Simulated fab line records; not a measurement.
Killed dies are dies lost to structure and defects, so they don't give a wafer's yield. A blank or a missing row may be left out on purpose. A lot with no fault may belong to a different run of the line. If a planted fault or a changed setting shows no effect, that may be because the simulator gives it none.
3 desks, one fault | flow n5Finfet | only its own numbers are on each desk; what lay behind them is given at the end

== THE TOOL OWNER'S DESK: wetBench-02 ==
The tool's own readings at N5_SD_EPI_N_WET_ETCH_43 (etches SiO2 in dHF, time 14 s, target depth 1.5 nm): means of the sampled wafers that have a number, for each lot that ran on this tool. Marked OUT: a lot whose mean sits more than 4 standard deviations from the usual mean, which makes it out of limits; the brackets give that distance.
Columns: A = tempC at N5_SD_EPI_N_WET_ETCH_43, usual 24.99 C
lot  | first seen here | A
L429 | day 4 13:48     | 25.00
L437 | day 6 16:31     | 24.94
Result from this desk: across the 2 lots, nothing is out of limits.

== AT THE METROLOGY DESK ==
Lot by lot, what the gauges showed, no matter which tool ran the lot: averages of those sampled wafers that carry a number. Marked OUT: a lot whose mean sits more than 4 standard deviations from the usual mean, which makes it out of limits; the brackets give that distance. Shown are 7 of the 12 readings it has, namely the first that went out of limits plus those furthest out on some lot.
Columns: A = cdNm at N5_DUMMY_GATE_CD_MEAS_24, usual 14.9 nm; B = DIBL_N at N5_BEOL_M4_RC_MEAS_101, usual 36.0 mV/V; C = DIBL_P at N5_BEOL_M4_RC_MEAS_101, usual 36.3 mV/V; D = IOFF_N_LONG at N5_BEOL_M4_RC_MEAS_101, usual 5.47e-05 nA/um; E = IOFF_P at N5_BEOL_M4_RC_MEAS_101, usual 0.21 nA/um; F = SS_N at N5_BEOL_M4_RC_MEAS_101, usual 71.4 mV/dec; G = VT_P at N5_BEOL_M4_RC_MEAS_101, usual -250 mV
lot  | first seen here | A    | B    | C    | D                   | E    | F    | G
L423 | day 3 00:05     | 15.0 | 38.0 | 36.6 | 5.57e-05            | 0.28 | 71.8 | -246
L424 | day 3 07:53     | 15.8 | 33.6 | 32.8 | 5.71e-05            | 0.16 | 70.2 | -255
L427 | day 3 23:34     | 15.0 | 35.5 | 33.5 | 5.47e-05            | 0.20 | 71.2 | -247
L428 | day 4 07:22     | 15.4 | 34.4 | 34.9 | 5.39e-05            | 0.18 | 71.1 | -252
L429 | day 4 10:54     | 14.9 | 35.7 | 38.1 | 5.57e-05            | 0.22 | 71.3 | -250
L431 | day 4 22:04     | 14.8 | 36.8 | 37.3 | 5.34e-05            | 0.21 | 71.6 | -253
L435 | day 6 05:59     | 15.0 | 32.8 | 32.8 | 5.35e-05            | 0.18 | 70.5 | -252
L437 | day 6 14:16     | 15.3 | 34.8 | 37.4 | 5.50e-05            | 0.23 | 70.9 | -246
L442 | day 7 17:26     | 14.3 | 38.1 | 38.8 | 6.77e-05 (+5.2) OUT | 0.22 | 71.7 | -252
L443 | day 7 23:59     | 15.1 | 35.8 | 37.6 | 7.27e-05 (+7.2) OUT | 0.24 | 71.2 | -247
L444 | day 8 07:29     | 14.2 | 36.6 | 37.9 | 7.68e-05 (+8.9) OUT | 0.22 | 72.1 | -252
This desk reports L442, L443, L444 out of limits; the earliest was L443 at day 12 17:15 (IOFF_N_LONG at N5_BEOL_M4_RC_MEAS_101). L423, L424, L427, L428, L429, L431, L435, L437 stayed within limits.

== THE DEFECT DESK ==
What the inspections along the route counted, lot by lot: means of the sampled wafers that have a number. Marked OUT: a lot whose mean sits more than 4 standard deviations from the usual mean, which makes it out of limits; the brackets give that distance.
Columns: A = rawDefectCount at N5_SD_EPI_N_INSPECT_11, usual 2.2; B = rawDefectCount at N5_SD_EPI_N_INSPECT_26, usual 201
lot  | first seen here | A   | B
L423 | day 3 01:52     | 2.3 | 220
L424 | day 3 09:22     | 1.3 | 178
L427 | day 4 00:47     | 2.3 | 214
L428 | day 4 08:50     | 2.7 | 217
L429 | day 4 12:38     | 2.0 | 193
L431 | day 4 23:25     | 2.0 | 198
L435 | day 6 09:39     | 2.0 | 165
L437 | day 6 15:37     | 3.0 | 177
L442 | day 7 18:39     | 2.7 | 243
L443 | day 8 01:34     | 1.0 | 192
L444 | day 8 08:50     | 2.3 | 198
Result from this desk: across the 11 lots, nothing is out of limits.

== ALL TOGETHER ==
The metrology desk could have raised an alarm at day 12 17:15, on L442, L443, L444.
The tool owner's desk saw nothing out of limits.
No out-of-limits result turned up at the defect desk.
The tool owner's desk has no number on record for L442, L443, L444.
The defect desk has L442, L443, L444 on record, within its limits.
N5_SD_EPI_N_WET_ETCH_43 was run on wetBench-02 by each of the lots named.

== WHAT THE SIMULATOR HAD PUT IN ==
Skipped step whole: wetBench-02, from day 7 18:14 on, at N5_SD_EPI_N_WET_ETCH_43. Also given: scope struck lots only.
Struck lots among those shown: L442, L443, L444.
Delay in hours, fault start to first out-of-limits reading, per desk: metrology desk 119.
